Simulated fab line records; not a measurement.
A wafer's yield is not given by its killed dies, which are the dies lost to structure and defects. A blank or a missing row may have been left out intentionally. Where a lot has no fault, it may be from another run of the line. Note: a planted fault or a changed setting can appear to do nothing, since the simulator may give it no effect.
A struck lot beside a sound one || flow nandHarc || 14 steps out of a route of 1302
Sound: the wafers L755.1, L755.3, L755.6. Struck: wafer L758.5 (L758.3, L758.6, from the same lot, were not struck and are left out); the cause is given at the end.
Each step with rows lists, per side, the tool, then ch with its chambers, then its first start. Under that, the readings that differ: sound wafers || struck wafers || difference of the means || sigmas: that difference in standard deviations of wafers without a fault.
alike: readings with means less than 2 such deviations apart, plus words and numbers identical on both sides. not compared: withheld readings, readings lacking a value on some wafer, bounds such as >300 that could conceal the same value, and numbers that have no deviation in the record and whose values overlap.
Wherever a step has rows on one side only, a row that says differs or no value, or a row with sigmas, the two part there. When numbers do not overlap yet have no deviation, they are printed without sigmas and do not part them. A reading that every wafer of one side lacks parts them only if that side has two wafers or more.

first, 1 step without rows for these wafers: NHARC_A_CONTACT_ETCH_134 (etches the open film in C4F8/O2/Ar, time 140 s, target depth 700 nm).
NHARC_A_CONTACT_ETCH_135: etches the open film in C4F8/O2/Ar, time 311 s, target depth 1912 nm.
  sound on harCapEtch-02 ch 1, day 23 06:29; struck on harCapEtch-03 ch 0, day 24 19:28
  not compared: rfHoursCounterH, runLengthS
NHARC_A_CONTACT_ETCH_136: etches the open film in C4F8/O2/Ar, time 311 s, target depth 1912 nm.
  sound on harCapEtch-02 ch 1, day 23 06:45; struck on harCapEtch-03 ch 0, day 24 19:44
  not compared: rfHoursCounterH, runLengthS
then, 1 step without rows for these wafers: NHARC_A_CONTACT_ETCH_137 (etches the open film in C4F8/O2/Ar, time 311 s, target depth 1912 nm).
NHARC_A_CONTACT_ETCH_138: etches the open film in C4F8/O2/Ar, time 311 s, target depth 1914 nm.
  sound on harCapEtch-02 ch 1, day 23 07:18; struck on harCapEtch-03 ch 0, day 24 20:17
  not compared: rfHoursCounterH, runLengthS
NHARC_A_CONTACT_ETCH_139: etches the open film in C4F8/O2/Ar, time 195 s, target depth 840 nm.
  sound on harCapEtch-02 ch 1, day 23 07:34; struck on harCapEtch-03 ch 0, day 24 20:33
  alike: runLengthS
  not compared: rfHoursCounterH
then, 1 step without rows for these wafers: NHARC_A_CONTACT_ETCH_92 (etches the open film in CH3F/O2, target depth 40 nm, time 85.7 s).
NHARC_A_CONTACT_ETCH_98: etches the open film in C4F6/O2, target depth 20 nm, time 10 s.
  sound on rieDiel-12 ch 0,1,2, day 23 08:17; struck on rieDiel-08 ch 3, day 24 21:08
  alike: drypumpMotorCurrentA, oesProductAu, rfVppV, runLengthS, showerheadPlenumPTorr, throttleValvePct
  not compared: rfHoursCounterH
NHARC_A_CONTACT_CD_MEAS_15:
  sound: cdSem-01 at day 23 08:23; struck: cdSem-01 at day 24 21:14
{"reading": "cdNm (nm)", "sound": "190.6 190.4 190.4", "struck": 189.2, "difference": -1.3, "sigmas": -2}
then, 3 steps without rows for these wafers: NHARC_A_CONTACT_STRIP_107 (strips in N2/H2); NHARC_A_CONTACT_STRIP_108 (strips in CF4/CHF3); NHARC_A_CONTACT_STRIP_109 (strips in O2/COS).
NHARC_A_CONTACT_ETCH_110: etches the open film in CF4/O2, target depth 60 nm, overetch 6 nm, time 33 s.
  sound on rieDiel-08 ch 0,1,3, day 23 08:40; struck on rieDiel-08 ch 3, day 24 21:34
{"reading": "runLengthS (s)", "sound": "53.76 54.36 54.10", "struck": 49.89, "difference": -4.18, "sigmas": -14}
  alike: drypumpMotorCurrentA, oesProductAu, rfVppV, showerheadPlenumPTorr, throttleValvePct
  not compared: rfHoursCounterH
then, 1 step without rows for these wafers: NHARC_A_CONTACT_STRIP_26 (strips in O2).

== WHERE THEY PART ==
At NHARC_A_CONTACT_CD_MEAS_15 first; at NHARC_A_CONTACT_ETCH_110 last (within this record only).

WHY: what had been put in by the simulator
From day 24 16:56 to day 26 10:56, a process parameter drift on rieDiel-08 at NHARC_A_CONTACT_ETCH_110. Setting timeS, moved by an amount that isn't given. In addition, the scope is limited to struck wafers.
